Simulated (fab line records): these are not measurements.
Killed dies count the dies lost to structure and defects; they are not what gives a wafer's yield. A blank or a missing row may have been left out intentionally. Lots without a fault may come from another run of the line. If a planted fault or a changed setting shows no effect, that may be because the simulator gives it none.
Matching of chambers / flow nand harc / 4 sister chambers for NHARC_A_CHANNEL_FILL_D1_ALD_02 on ald hk-03
The step deposits SiO2, target thk 6 nm, pulse time 10 s, ald cycles 60. 8 wafers are shown with their chamber, then 7 later ones without.

EACH WAFER AND ITS CHAMBER
wafer=L925.2; chamber=1; heater power outer w (W)=246; heater power w (W)=471
wafer=L925.3; chamber=2; heater power outer w (W)=295; heater power w (W)=479
wafer=L925.6; chamber=2; heater power outer w (W)=299; heater power w (W)=509
wafer=L927.3; chamber=1; heater power outer w (W)=251; heater power w (W)=453
wafer=L927.4; chamber=0; heater power outer w (W)=246; heater power w (W)=461
wafer=L927.6; chamber=3; heater power outer w (W)=262; heater power w (W)=462
wafer=L928.3; chamber=3; heater power outer w (W)=260; heater power w (W)=481
wafer=L928.4; chamber=0; heater power outer w (W)=247; heater power w (W)=462

WAFERS WHOSE CHAMBER IS MISSING
wafer=L928.6; heater power outer w (W)=254; heater power w (W)=482
wafer=L936.2; heater power outer w (W)=240; heater power w (W)=464
wafer=L936.4; heater power outer w (W)=254; heater power w (W)=476
wafer=L936.5; heater power outer w (W)=252; heater power w (W)=474
wafer=L937.1; heater power outer w (W)=257; heater power w (W)=456
wafer=L937.2; heater power outer w (W)=258; heater power w (W)=474
wafer=L937.4; heater power outer w (W)=299; heater power w (W)=507

CHAMBER TAKEN BY EACH
wafer=L928.6; from the rows above=can't be placed: 1 or 3 or 0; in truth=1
wafer=L936.2; from the rows above=can't be placed: 0 or 1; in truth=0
wafer=L936.4; from the rows above=can't be placed: 1 or 3 or 0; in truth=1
wafer=L936.5; from the rows above=can't be placed: 1 or 0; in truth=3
wafer=L937.1; from the rows above=can't be placed: 3 or 1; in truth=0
wafer=L937.2; from the rows above=3; in truth=3
wafer=L937.4; from the rows above=2; in truth=2
Correct placement for 2 of the 7. Cannot be placed on the basis of these rows: 5; the candidates contain the true chamber in 3. Placed wrongly: 0.
How it was worked out, from the rows above alone: a wafer's distance from a chamber is the root of the sum, over the readings, of the square of ((its reading less the chamber's mean) divided by the reading's scatter). If the next closest chamber is less than 2 further off than the closest, the wafer can't be placed; otherwise it belongs to the closest. A chamber's mean is the mean of its shown wafers. The scatter is the square root of a quotient: the sum, over the shown wafers, of each reading's squared deviation from its chamber's mean, divided by wafers minus chambers.
